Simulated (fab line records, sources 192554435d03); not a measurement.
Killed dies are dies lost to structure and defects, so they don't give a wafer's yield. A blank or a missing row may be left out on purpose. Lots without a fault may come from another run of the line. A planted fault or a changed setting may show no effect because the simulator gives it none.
Problem report in the 8D (eight disciplines) form, filled by code | flow n5_finfet | the parts of the form that need people (team, actions taken, sign-off) are left out

1. THE PROBLEM
thk_nm at N5_FIN_SAQP_THK_MEAS_05 reads a mean of 25.8 nm on 1 wafer of 1 lot; wafers without a fault read 38.1 nm with a standard deviation of 0.53. That is -23 standard deviations from the usual mean.
First seen on wafer L936.2, day 4 03:11, on film_metro-02. The record holds 34 wafers of 12 lots with a number at this step. Rule for "out", or "out of limits": more than 4 standard deviations from the usual mean. The other wafers with a number count as sound.

2. WHAT IT IS AND WHAT IT IS NOT
question                    | is               | is not
which readings at this step | thk_nm           | -
which lots                  | L936             | L927, L928, L929, L930, L931, L932, L944, L947, L948, L949, L950
which wafers of those lots  | L936.2           | L936.5
read on which gauges        | film_metro-02    | film_metro-01
when                        | from day 4 03:11 | up to then (18 sound wafers); but 15 sound wafers of L944, L947, L948, L949, L950 came after

3. SUSPECTS, AND WHAT RULES EACH OUT
Counting: a tool at a process step up to the reading stays a suspect if it ran every lot that is out. Sound lots after the first of them don't rule it out here, since some wafers of a struck lot are sound.
- the gauge at N5_FIN_SAQP_THK_MEAS_05: ruled out. All the wafers that are out were read on film_metro-02, but those of them that N5_FIN_SAQP_HM_OPEN_33 has rows for are out there too, on other tools.
- rie_diel-02 at N5_PMOS_HMC_CHANNEL_EPI_HM_OPEN_15 (chemistry CHF3/O2, target SiO2, target depth 40.6 nm, time 20.3 s): kept. It ran the lot that is out, L936 (day 3 23:34); its last sound lot up to then is L929 (day 2 05:35).
- pecvd-04 at N5_FIN_SAQP_HM_DEP_03 (deposits SiNx from SiH4/NH3/N2, target thk 38 nm, time 33.6 s): kept. It ran the lot that is out, L936 (day 4 03:05); its last sound lot up to then is L932 (day 3 03:05).
- Within pecvd-04 at N5_FIN_SAQP_HM_DEP_03: the wafers that are out ran in chamber 0; their sound lot-mates ran in chamber 2.
Left after counting: rie_diel-02 at N5_PMOS_HMC_CHANNEL_EPI_HM_OPEN_15, pecvd-04 at N5_FIN_SAQP_HM_DEP_03.

4. THE CAUSE (what the simulator had put in)
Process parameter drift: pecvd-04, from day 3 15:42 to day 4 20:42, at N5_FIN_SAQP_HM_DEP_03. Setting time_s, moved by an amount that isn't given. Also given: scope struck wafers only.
Counting left 2 suspects, and this tool is among them.

5. THE CHAIN OF EFFECTS, in route order
Each row: a reading whose mean over the struck wafers that have a number lies more than 3 standard deviations from the usual. Only readings for which the record gives a usual standard deviation are gone through. hours: the time from each lot's start at the first step in this table that gives one to its start at this step, as a median over the lots. sigmas: the change in usual standard deviations.
hours | step                    | reading           | usual   | on struck wafers | change | sigmas
0     | N5_FIN_SAQP_THK_MEAS_05 | thk_nm            | 38.1 nm | 25.8             | -12.3  | -23
5     | N5_FIN_SAQP_HM_OPEN_33  | etch_rf_on_time_s | 69.4 s  | 47.8             | -21.6  | -13
The process steps in it:
- N5_FIN_SAQP_HM_OPEN_33: chemistry CH3F/O2, target SiNx, target depth 49.4 nm, time 70.6 s.
Later measuring or inspecting steps at which every struck wafer that the step has a row for has a number for every such reading, and none has moved that far: N5_FIN_SAQP_INSPECT_18, N5_BEOL_M4_RC_MEAS_101.

6. WHAT WOULD HAVE CAUGHT IT SOONER
In this record the first reading out of limits at a measuring or inspecting step was taken at day 4 03:11, 11 hours after the fault began at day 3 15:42.
Of the tool readings at N5_FIN_SAQP_HM_DEP_03 for which the record gives a usual standard deviation, none was out on any struck wafer, so an alarm limit of 4 standard deviations on them would not have fired.
All the lots that are out (1) had begun N5_FIN_SAQP_HM_DEP_03 on pecvd-04 by day 4 03:11. A hold on the tool at that time would have spared none of them.
